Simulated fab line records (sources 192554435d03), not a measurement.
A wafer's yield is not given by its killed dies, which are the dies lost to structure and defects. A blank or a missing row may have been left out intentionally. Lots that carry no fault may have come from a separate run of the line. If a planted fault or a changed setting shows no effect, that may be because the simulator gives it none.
fab line records / flow n5_finfet / part 2 of 2: steps 21 to 28 of 28
record lots=5 wafers=15 last_day=17
route steps=1938 shown BEOL_M1@779
lots untouched by any fault: they come from a run of this same line in which no faults occurred
start_h: hours from the record's first day to the start of the lot's first wafer shown / wait_h: hours from the lot's prior step to this one / " identical to the entry in the row above / L1.1+2: a single row standing in for several wafers / - no value, or no start was given / * or withheld: withheld / < > ~ a bound
route shown NAME@n: names a module that has steps shown in the file, with the first one's number in the route / usual: the fault-free wafers' mean and standard deviation / same: alike in all rows / chamber/n: place in a boat / sites: readings site by site / _std_site: their standard deviation / _edge_site: outer sites' mean less inner sites' / radius_mm: for every site, how far away it sits from the centre of the wafer / mask NAME#n: copy n / behind: the last tool/chamber to shape the wafer / hold: reason for holding the lot/hours on hold/outcome of the hold / device: the n, p or np transistor that did not switch / end of line: the same wafers' tests at the end of the route / a step given without rows: its recipe and nothing more / killed: the dies lost at the first sort to structure and to defects; this is not the yield of the wafer / map: a wafer's dies, x killed, . not, _ none there
set.NAME: the setting the step ran with; set.NAME@STEP: the setting that earlier step ran with / model.NAME: the simulator's own value behind a step, which no gauge read
lots at selected steps of the route; one table per step, one row per wafer
services: from which hour (start_h, from the record's first day; less than 0 if before it) a tool's chamber was out of use, for how many hours, and why
## steps
# step N5_BEOL_M1_STRIP_36
# recipe chemistry=N2/H2 power_w=450 temp_c=40 pressure_mtorr=20 rf_frequency_hz=6e+07 overash_fraction=0.3 bias_power_w=7 h2_frac=0.5 n2_flow_sccm=200 h2_flow_sccm=200
# usual drypump_motor_current_A=5.6/0.31 oes_product_au=0.76/0.085 rf_vpp_V=59.3/1.3 showerhead_plenum_p_Torr=2.54/0.071 throttle_valve_pct=23.56/0.24
lot.wafer=L075.1 tool=rie_diel-01 chamber=0 start_h=133.09 wait_h=0.0 drypump_motor_current_A=5.3 oes_product_au=0.85 rf_hours_counter_h=50 rf_vpp_V=59.8 showerhead_plenum_p_Torr=2.56 throttle_valve_pct=23.40
lot.wafer=L075.3 tool=rie_diel-01 chamber=2 start_h=133.09 wait_h=0.0 drypump_motor_current_A=5.4 oes_product_au=0.70 rf_hours_counter_h=229 rf_vpp_V=61.5 showerhead_plenum_p_Torr=2.51 throttle_valve_pct=24.08
lot.wafer=L075.5 tool=rie_diel-01 chamber=0 start_h=133.09 wait_h=0.0 drypump_motor_current_A=5.3 oes_product_au=0.85 rf_hours_counter_h=- rf_vpp_V=62.8 showerhead_plenum_p_Torr=2.56 throttle_valve_pct=23.43
lot.wafer=L079.1 tool=rie_diel-01 chamber=0 start_h=175.99 wait_h=0.0 drypump_motor_current_A=5.3 oes_product_au=0.82 rf_hours_counter_h=59 rf_vpp_V=59.4 showerhead_plenum_p_Torr=2.56 throttle_valve_pct=23.44
lot.wafer=L079.2 tool=rie_diel-01 chamber=1 start_h=175.99 wait_h=0.0 drypump_motor_current_A=5.6 oes_product_au=0.75 rf_hours_counter_h=172 rf_vpp_V=58.9 showerhead_plenum_p_Torr=2.53 throttle_valve_pct=23.45
lot.wafer=L079.6 tool=rie_diel-01 chamber=2 start_h=175.99 wait_h=0.0 drypump_motor_current_A=5.4 oes_product_au=0.69 rf_hours_counter_h=- rf_vpp_V=58.2 showerhead_plenum_p_Torr=2.50 throttle_valve_pct=24.10
lot.wafer=L082.2 tool=rie_diel-01 chamber=0 start_h=184.29 wait_h=0.0 drypump_motor_current_A=5.3 oes_product_au=0.83 rf_hours_counter_h=62 rf_vpp_V=60.1 showerhead_plenum_p_Torr=2.56 throttle_valve_pct=23.43
lot.wafer=L082.4 tool=rie_diel-01 chamber=2 start_h=184.29 wait_h=0.0 drypump_motor_current_A=5.4 oes_product_au=0.69 rf_hours_counter_h=242 rf_vpp_V=59.9 showerhead_plenum_p_Torr=2.50 throttle_valve_pct=24.09
lot.wafer=L082.6 tool=rie_diel-01 chamber=3 start_h=184.29 wait_h=0.0 drypump_motor_current_A=5.7 oes_product_au=0.74 rf_hours_counter_h=- rf_vpp_V=57.5 showerhead_plenum_p_Torr=2.44 throttle_valve_pct=23.53
lot.wafer=L083.2 tool=rie_diel-04 chamber=2 start_h=192.30 wait_h=0.0 drypump_motor_current_A=6.2 oes_product_au=0.87 rf_hours_counter_h=28 rf_vpp_V=58.5 showerhead_plenum_p_Torr=2.49 throttle_valve_pct=23.15
lot.wafer=L083.5 tool=rie_diel-04 chamber=1 start_h=192.30 wait_h=0.0 drypump_motor_current_A=6.3 oes_product_au=0.68 rf_hours_counter_h=- rf_vpp_V=58.3 showerhead_plenum_p_Torr=2.60 throttle_valve_pct=23.67
lot.wafer=L083.6 tool=rie_diel-04 chamber=2 start_h=192.30 wait_h=0.0 drypump_motor_current_A=6.2 oes_product_au=0.90 rf_hours_counter_h=- rf_vpp_V=59.9 showerhead_plenum_p_Torr=2.49 throttle_valve_pct=23.13
lot.wafer=L097.1 tool=rie_diel-04 chamber=0 start_h=270.44 wait_h=0.0 drypump_motor_current_A=5.7 oes_product_au=0.94 rf_hours_counter_h=14 rf_vpp_V=59.0 showerhead_plenum_p_Torr=2.61 throttle_valve_pct=23.52
lot.wafer=L097.3 tool=rie_diel-04 chamber=1 start_h=270.44 wait_h=0.0 drypump_motor_current_A=6.3 oes_product_au=0.69 rf_hours_counter_h=248 rf_vpp_V=58.8 showerhead_plenum_p_Torr=2.59 throttle_valve_pct=23.71
lot.wafer=L097.6 tool=rie_diel-04 chamber=1 start_h=270.44 wait_h=0.0 drypump_motor_current_A=6.3 oes_product_au=0.68 rf_hours_counter_h=- rf_vpp_V=61.2 showerhead_plenum_p_Torr=2.59 throttle_valve_pct=23.71
# step N5_BEOL_M1_TRENCH_ETCH_37
# recipe chemistry=C4F6/O2 target_depth_a=552.07 target=SiOC time_s=29 ion_energy_ev=250 pressure_mtorr=30 source_w=355 bias_w=185 Ar_flow_sccm=300 C4F6_flow_sccm=10 O2_flow_sccm=10
# usual drypump_motor_current_A=5.6/0.31 oes_product_au=0.76/0.085 rf_vpp_V=665/13 showerhead_plenum_p_Torr=2.85/0.089 throttle_valve_pct=20.8/0.31
lot.wafer=L075.1 tool=rie_diel-01 chamber=0 start_h=- wait_h=- drypump_motor_current_A=5.3 oes_product_au=0.85 rf_hours_counter_h=50 rf_vpp_V=644 showerhead_plenum_p_Torr=2.90 throttle_valve_pct=20.8
lot.wafer=L075.3 tool=rie_diel-01 chamber=2 start_h=- wait_h=- drypump_motor_current_A=5.4 oes_product_au=0.69 rf_hours_counter_h=229 rf_vpp_V=678 showerhead_plenum_p_Torr=2.83 throttle_valve_pct=21.4
lot.wafer=L075.5 tool=rie_diel-01 chamber=0 start_h=- wait_h=- drypump_motor_current_A=5.3 oes_product_au=0.84 rf_hours_counter_h=- rf_vpp_V=645 showerhead_plenum_p_Torr=2.90 throttle_valve_pct=20.8
lot.wafer=L079.1 tool=rie_diel-01 chamber=0 start_h=- wait_h=- drypump_motor_current_A=5.3 oes_product_au=0.83 rf_hours_counter_h=59 rf_vpp_V=644 showerhead_plenum_p_Torr=2.89 throttle_valve_pct=20.8
lot.wafer=L079.2 tool=rie_diel-01 chamber=1 start_h=- wait_h=- drypump_motor_current_A=5.5 oes_product_au=0.74 rf_hours_counter_h=172 rf_vpp_V=677 showerhead_plenum_p_Torr=2.82 throttle_valve_pct=20.7
lot.wafer=L079.6 tool=rie_diel-01 chamber=2 start_h=- wait_h=- drypump_motor_current_A=5.4 oes_product_au=0.68 rf_hours_counter_h=- rf_vpp_V=678 showerhead_plenum_p_Torr=2.83 throttle_valve_pct=21.4
lot.wafer=L082.2 tool=rie_diel-01 chamber=0 start_h=- wait_h=- drypump_motor_current_A=5.3 oes_product_au=0.84 rf_hours_counter_h=62 rf_vpp_V=645 showerhead_plenum_p_Torr=2.89 throttle_valve_pct=20.8
lot.wafer=L082.4 tool=rie_diel-01 chamber=2 start_h=- wait_h=- drypump_motor_current_A=5.4 oes_product_au=0.69 rf_hours_counter_h=242 rf_vpp_V=678 showerhead_plenum_p_Torr=2.82 throttle_valve_pct=21.4
lot.wafer=L082.6 tool=rie_diel-01 chamber=3 start_h=- wait_h=- drypump_motor_current_A=5.7 oes_product_au=0.74 rf_hours_counter_h=- rf_vpp_V=677 showerhead_plenum_p_Torr=2.71 throttle_valve_pct=20.6
lot.wafer=L083.2 tool=rie_diel-04 chamber=2 start_h=- wait_h=- drypump_motor_current_A=6.2 oes_product_au=0.90 rf_hours_counter_h=28 rf_vpp_V=672 showerhead_plenum_p_Torr=2.77 throttle_valve_pct=20.2
lot.wafer=L083.5 tool=rie_diel-04 chamber=1 start_h=- wait_h=- drypump_motor_current_A=6.3 oes_product_au=0.69 rf_hours_counter_h=- rf_vpp_V=688 showerhead_plenum_p_Torr=2.92 throttle_valve_pct=21.0
lot.wafer=L083.6 tool=rie_diel-04 chamber=2 start_h=- wait_h=- drypump_motor_current_A=6.2 oes_product_au=0.90 rf_hours_counter_h=- rf_vpp_V=671 showerhead_plenum_p_Torr=2.77 throttle_valve_pct=20.2
lot.wafer=L097.1 tool=rie_diel-04 chamber=0 start_h=- wait_h=- drypump_motor_current_A=5.7 oes_product_au=0.94 rf_hours_counter_h=14 rf_vpp_V=645 showerhead_plenum_p_Torr=2.93 throttle_valve_pct=20.7
lot.wafer=L097.3 tool=rie_diel-04 chamber=1 start_h=- wait_h=- drypump_motor_current_A=6.3 oes_product_au=0.68 rf_hours_counter_h=248 rf_vpp_V=688 showerhead_plenum_p_Torr=2.91 throttle_valve_pct=21.1
lot.wafer=L097.6 tool=rie_diel-04 chamber=1 start_h=- wait_h=- drypump_motor_current_A=6.3 oes_product_au=0.68 rf_hours_counter_h=- rf_vpp_V=689 showerhead_plenum_p_Torr=2.91 throttle_valve_pct=21.1
# step N5_BEOL_M1_ETCH_41
# recipe chemistry=CH3F/O2 target=SiCN target_depth_a=319 taper_deg=2 time_s=57.8 ion_energy_ev=120 mask_material=TiN pressure_mtorr=30 source_w=395 bias_w=75 Ar_flow_sccm=150 CH3F_flow_sccm=30 O2_flow_sccm=20
# usual drypump_motor_current_A=5.6/0.31 oes_product_au=0.76/0.085 rf_vpp_V=297.4/1.4 showerhead_plenum_p_Torr=2.00/0.064 throttle_valve_pct=16.31/0.29
lot.wafer=L075.1 tool=rie_diel-01 chamber=0 start_h=- wait_h=- drypump_motor_current_A=5.3 oes_product_au=0.85 rf_hours_counter_h=50 rf_vpp_V=298.1 showerhead_plenum_p_Torr=2.04 throttle_valve_pct=16.25
lot.wafer=L075.3 tool=rie_diel-01 chamber=2 start_h=- wait_h=- drypump_motor_current_A=5.4 oes_product_au=0.69 rf_hours_counter_h=229 rf_vpp_V=296.3 showerhead_plenum_p_Torr=1.99 throttle_valve_pct=16.84
lot.wafer=L075.5 tool=rie_diel-01 chamber=0 start_h=- wait_h=- drypump_motor_current_A=5.3 oes_product_au=0.86 rf_hours_counter_h=- rf_vpp_V=299.6 showerhead_plenum_p_Torr=2.04 throttle_valve_pct=16.25
lot.wafer=L079.1 tool=rie_diel-01 chamber=0 start_h=- wait_h=- drypump_motor_current_A=5.3 oes_product_au=0.84 rf_hours_counter_h=59 rf_vpp_V=297.4 showerhead_plenum_p_Torr=2.04 throttle_valve_pct=16.27
lot.wafer=L079.2 tool=rie_diel-01 chamber=1 start_h=- wait_h=- drypump_motor_current_A=5.5 oes_product_au=0.74 rf_hours_counter_h=172 rf_vpp_V=298.1 showerhead_plenum_p_Torr=1.99 throttle_valve_pct=16.27
lot.wafer=L079.6 tool=rie_diel-01 chamber=2 start_h=- wait_h=- drypump_motor_current_A=5.4 oes_product_au=0.68 rf_hours_counter_h=- rf_vpp_V=297.2 showerhead_plenum_p_Torr=1.98 throttle_valve_pct=16.85
lot.wafer=L082.2 tool=rie_diel-01 chamber=0 start_h=- wait_h=- drypump_motor_current_A=5.3 oes_product_au=0.83 rf_hours_counter_h=62 rf_vpp_V=297.6 showerhead_plenum_p_Torr=2.03 throttle_valve_pct=16.28
lot.wafer=L082.4 tool=rie_diel-01 chamber=2 start_h=- wait_h=- drypump_motor_current_A=5.4 oes_product_au=0.69 rf_hours_counter_h=242 rf_vpp_V=296.9 showerhead_plenum_p_Torr=1.98 throttle_valve_pct=16.86
lot.wafer=L082.6 tool=rie_diel-01 chamber=3 start_h=- wait_h=- drypump_motor_current_A=5.7 oes_product_au=0.73 rf_hours_counter_h=- rf_vpp_V=296.7 showerhead_plenum_p_Torr=1.90 throttle_valve_pct=16.08
lot.wafer=L083.2 tool=rie_diel-04 chamber=2 start_h=- wait_h=- drypump_motor_current_A=6.2 oes_product_au=0.88 rf_hours_counter_h=28 rf_vpp_V=297.5 showerhead_plenum_p_Torr=1.95 throttle_valve_pct=15.71
lot.wafer=L083.5 tool=rie_diel-04 chamber=1 start_h=- wait_h=- drypump_motor_current_A=6.3 oes_product_au=0.69 rf_hours_counter_h=- rf_vpp_V=299.0 showerhead_plenum_p_Torr=2.05 throttle_valve_pct=16.51
lot.wafer=L083.6 tool=rie_diel-04 chamber=2 start_h=- wait_h=- drypump_motor_current_A=6.2 oes_product_au=0.90 rf_hours_counter_h=- rf_vpp_V=295.8 showerhead_plenum_p_Torr=1.95 throttle_valve_pct=15.69
lot.wafer=L097.1 tool=rie_diel-04 chamber=0 start_h=- wait_h=- drypump_motor_current_A=5.6 oes_product_au=0.94 rf_hours_counter_h=14 rf_vpp_V=298.3 showerhead_plenum_p_Torr=2.06 throttle_valve_pct=16.09
lot.wafer=L097.3 tool=rie_diel-04 chamber=1 start_h=- wait_h=- drypump_motor_current_A=6.3 oes_product_au=0.68 rf_hours_counter_h=249 rf_vpp_V=299.9 showerhead_plenum_p_Torr=2.05 throttle_valve_pct=16.57
lot.wafer=L097.6 tool=rie_diel-04 chamber=1 start_h=- wait_h=- drypump_motor_current_A=6.3 oes_product_au=0.68 rf_hours_counter_h=- rf_vpp_V=299.5 showerhead_plenum_p_Torr=2.05 throttle_valve_pct=16.59
# step N5_BEOL_M1_STRIP_97
# recipe chemistry=N2/H2 time_s=10 power_w=450 temp_c=40 pressure_mtorr=20 rf_frequency_hz=6e+07 bias_power_w=7 n2_flow_sccm=200 h2_flow_sccm=200
# usual drypump_motor_current_A=5.6/0.31 oes_product_au=0.76/0.084 rf_vpp_V=59.1/0.87 showerhead_plenum_p_Torr=2.54/0.071 throttle_valve_pct=23.56/0.24
lot.wafer=L075.1 tool=rie_diel-01 chamber=0 start_h=- wait_h=- drypump_motor_current_A=5.3 oes_product_au=0.85 rf_hours_counter_h=50 rf_vpp_V=58.2 showerhead_plenum_p_Torr=2.56 throttle_valve_pct=23.42
lot.wafer=L075.3 tool=rie_diel-01 chamber=2 start_h=- wait_h=- drypump_motor_current_A=5.4 oes_product_au=0.70 rf_hours_counter_h=229 rf_vpp_V=59.2 showerhead_plenum_p_Torr=2.51 throttle_valve_pct=24.10
lot.wafer=L075.5 tool=rie_diel-01 chamber=0 start_h=- wait_h=- drypump_motor_current_A=5.3 oes_product_au=0.85 rf_hours_counter_h=- rf_vpp_V=58.2 showerhead_plenum_p_Torr=2.56 throttle_valve_pct=23.42
lot.wafer=L079.1 tool=rie_diel-01 chamber=0 start_h=- wait_h=- drypump_motor_current_A=5.3 oes_product_au=0.84 rf_hours_counter_h=59 rf_vpp_V=58.7 showerhead_plenum_p_Torr=2.56 throttle_valve_pct=23.44
lot.wafer=L079.2 tool=rie_diel-01 chamber=1 start_h=- wait_h=- drypump_motor_current_A=5.5 oes_product_au=0.74 rf_hours_counter_h=172 rf_vpp_V=61.2 showerhead_plenum_p_Torr=2.53 throttle_valve_pct=23.44
lot.wafer=L079.6 tool=rie_diel-01 chamber=2 start_h=- wait_h=- drypump_motor_current_A=5.4 oes_product_au=0.70 rf_hours_counter_h=- rf_vpp_V=58.0 showerhead_plenum_p_Torr=2.51 throttle_valve_pct=24.11
lot.wafer=L082.2 tool=rie_diel-01 chamber=0 start_h=- wait_h=- drypump_motor_current_A=5.3 oes_product_au=0.83 rf_hours_counter_h=62 rf_vpp_V=59.7 showerhead_plenum_p_Torr=2.56 throttle_valve_pct=23.44
lot.wafer=L082.4 tool=rie_diel-01 chamber=2 start_h=- wait_h=- drypump_motor_current_A=5.4 oes_product_au=0.69 rf_hours_counter_h=242 rf_vpp_V=58.9 showerhead_plenum_p_Torr=2.50 throttle_valve_pct=24.10
lot.wafer=L082.6 tool=rie_diel-01 chamber=3 start_h=- wait_h=- drypump_motor_current_A=5.7 oes_product_au=0.73 rf_hours_counter_h=- rf_vpp_V=58.8 showerhead_plenum_p_Torr=2.44 throttle_valve_pct=23.57
lot.wafer=L083.2 tool=rie_diel-04 chamber=2 start_h=- wait_h=- drypump_motor_current_A=6.2 oes_product_au=0.89 rf_hours_counter_h=28 rf_vpp_V=60.6 showerhead_plenum_p_Torr=2.49 throttle_valve_pct=23.11
lot.wafer=L083.5 tool=rie_diel-04 chamber=1 start_h=- wait_h=- drypump_motor_current_A=6.3 oes_product_au=0.69 rf_hours_counter_h=- rf_vpp_V=58.7 showerhead_plenum_p_Torr=2.60 throttle_valve_pct=23.67
lot.wafer=L083.6 tool=rie_diel-04 chamber=2 start_h=- wait_h=- drypump_motor_current_A=6.2 oes_product_au=0.89 rf_hours_counter_h=- rf_vpp_V=58.5 showerhead_plenum_p_Torr=2.49 throttle_valve_pct=23.12
lot.wafer=L097.1 tool=rie_diel-04 chamber=0 start_h=- wait_h=- drypump_motor_current_A=5.6 oes_product_au=0.94 rf_hours_counter_h=14 rf_vpp_V=59.3 showerhead_plenum_p_Torr=2.61 throttle_valve_pct=23.52
lot.wafer=L097.3 tool=rie_diel-04 chamber=1 start_h=- wait_h=- drypump_motor_current_A=6.3 oes_product_au=0.67 rf_hours_counter_h=249 rf_vpp_V=58.7 showerhead_plenum_p_Torr=2.59 throttle_valve_pct=23.68
lot.wafer=L097.6 tool=rie_diel-04 chamber=1 start_h=- wait_h=- drypump_motor_current_A=6.3 oes_product_au=0.67 rf_hours_counter_h=- rf_vpp_V=59.2 showerhead_plenum_p_Torr=2.59 throttle_valve_pct=23.68
# step N5_BEOL_M1_OCD_MEAS_38
# usual trench_depth_nm=54.7/1.1
lot.wafer=L075.1 tool=ocd-02 chamber=- start_h=133.28 wait_h=- trench_depth_nm=55.7
lot.wafer=L075.3 tool=ocd-02 chamber=- start_h=133.28 wait_h=- trench_depth_nm=53.7
lot.wafer=L075.5 tool=ocd-02 chamber=- start_h=133.28 wait_h=- trench_depth_nm=55.4
lot.wafer=L079.1 tool=ocd-02 chamber=- start_h=176.20 wait_h=- trench_depth_nm=55.2
lot.wafer=L079.2 tool=ocd-02 chamber=- start_h=176.20 wait_h=- trench_depth_nm=54.5
lot.wafer=L079.6 tool=ocd-02 chamber=- start_h=176.20 wait_h=- trench_depth_nm=53.8
lot.wafer=L082.2 tool=ocd-02 chamber=- start_h=184.49 wait_h=- trench_depth_nm=55.3
lot.wafer=L082.4 tool=ocd-02 chamber=- start_h=184.49 wait_h=- trench_depth_nm=53.7
lot.wafer=L082.6 tool=ocd-02 chamber=- start_h=184.49 wait_h=- trench_depth_nm=54.8
lot.wafer=L083.2 tool=ocd-02 chamber=- start_h=192.49 wait_h=- trench_depth_nm=57.6
lot.wafer=L083.5 tool=ocd-02 chamber=- start_h=192.49 wait_h=- trench_depth_nm=55.6
lot.wafer=L083.6 tool=ocd-02 chamber=- start_h=192.49 wait_h=- trench_depth_nm=57.4
lot.wafer=L097.1 tool=ocd-02 chamber=- start_h=270.63 wait_h=- trench_depth_nm=55.8
lot.wafer=L097.3 tool=ocd-02 chamber=- start_h=270.63 wait_h=- trench_depth_nm=55.2
lot.wafer=L097.6 tool=ocd-02 chamber=- start_h=270.63 wait_h=- trench_depth_nm=55.8
# step N5_BEOL_M1_HM_STRIP_39
# recipe chemistry=peroxide_tin_strip material=TiN target_depth_a=250 temp_c=50 time_s=158
lot.wafer=L075.1+3+5 tool=wet_bench-01 chamber=2,5,1 start_h=133.32 wait_h=0.0
lot.wafer=L079.1+2+6 tool=wet_bench-02 chamber=0,1,6 start_h=176.23 wait_h=0.0
lot.wafer=L082.2+4+6 tool=wet_bench-06 chamber=0,1,6 start_h=184.52 wait_h=0.0
lot.wafer=L083.2+5+6 tool=wet_bench-06 chamber=1,0,4 start_h=192.52 wait_h=0.0
lot.wafer=L097.1+3+6 tool=wet_bench-06 chamber=1,7,5 start_h=270.67 wait_h=0.0
# step N5_BEOL_M1_SRD_40
# recipe time_s=30 temp_c=23 rinse_liquid=diw dry=ipa_marangoni
lot.wafer=L075.1+3+5 tool=wet_bench-01 chamber=2,5,1 start_h=133.36 wait_h=0.0
lot.wafer=L079.1+2+6 tool=wet_bench-02 chamber=0,1,6 start_h=176.28 wait_h=0.0
lot.wafer=L082.2+4+6 tool=wet_bench-06 chamber=0,1,6 start_h=184.57 wait_h=0.0
lot.wafer=L083.2+5+6 tool=wet_bench-06 chamber=1,0,4 start_h=192.57 wait_h=0.0
lot.wafer=L097.1+3+6 tool=wet_bench-06 chamber=1,7,5 start_h=270.71 wait_h=0.0
# step N5_BEOL_M1_PRECLEAN_42
# recipe chemistry=residue_remover time_s=60 temp_c=40
lot.wafer=L075.1+3+5 tool=wet_bench-01 chamber=2,5,1 start_h=133.38 wait_h=0.0
lot.wafer=L079.1+2+6 tool=wet_bench-02 chamber=0,1,6 start_h=176.29 wait_h=0.0
lot.wafer=L082.2+4+6 tool=wet_bench-06 chamber=0,1,6 start_h=184.59 wait_h=0.0
lot.wafer=L083.2+5+6 tool=wet_bench-06 chamber=1,0,4 start_h=192.59 wait_h=0.0
lot.wafer=L097.1+3+6 tool=wet_bench-06 chamber=1,7,5 start_h=270.73 wait_h=0.0
## services
tool=euv_scanner-02 chamber=- start_h=109.29 hours=1.0 kind=pm
tool=euv_scanner-01 chamber=- start_h=120.38 hours=1.0 kind=pm
tool=rie_diel-05 chamber=1 start_h=141.67 hours=9.0 kind=repair
tool=ald_sin-04 chamber=2 start_h=153.87 hours=21.7 kind=repair
tool=euv_scanner-02 chamber=- start_h=165.44 hours=1.0 kind=pm
tool=ald_sin-03 chamber=- start_h=166.93 hours=1.7 kind=repair
tool=wet_bench-01 chamber=- start_h=174.15 hours=1.6 kind=repair
tool=euv_scanner-01 chamber=- start_h=176.56 hours=1.0 kind=pm
tool=ald_sin-03 chamber=- start_h=178.05 hours=14.0 kind=pm
tool=rie_diel-05 chamber=3 start_h=190.29 hours=7.9 kind=repair
tool=euv_scanner-02 chamber=- start_h=193.10 hours=4.6 kind=pm
tool=rie_diel-01 chamber=1 start_h=194.00 hours=11.3 kind=repair
tool=wet_bench-01 chamber=- start_h=197.06 hours=1.9 kind=pm
tool=rie_diel-01 chamber=0 start_h=197.51 hours=3.7 kind=repair
tool=euv_scanner-02 chamber=- start_h=221.59 hours=1.0 kind=pm
tool=rie_diel-01 chamber=3 start_h=226.04 hours=5.8 kind=repair
tool=euv_scanner-02 chamber=- start_h=232.00 hours=5.8 kind=pm
tool=rie_diel-01 chamber=2 start_h=236.17 hours=32.3 kind=repair
tool=rie_diel-01 chamber=- start_h=236.82 hours=0.8 kind=repair
tool=euv_scanner-01 chamber=- start_h=237.83 hours=1.0 kind=pm
tool=rie_diel-04 chamber=1 start_h=253.83 hours=13.9 kind=repair
tool=euv_scanner-02 chamber=- start_h=257.08 hours=0.2 kind=repair
tool=ald_sin-01 chamber=- start_h=268.34 hours=14.0 kind=pm
tool=euv_scanner-02 chamber=- start_h=270.22 hours=0.3 kind=repair
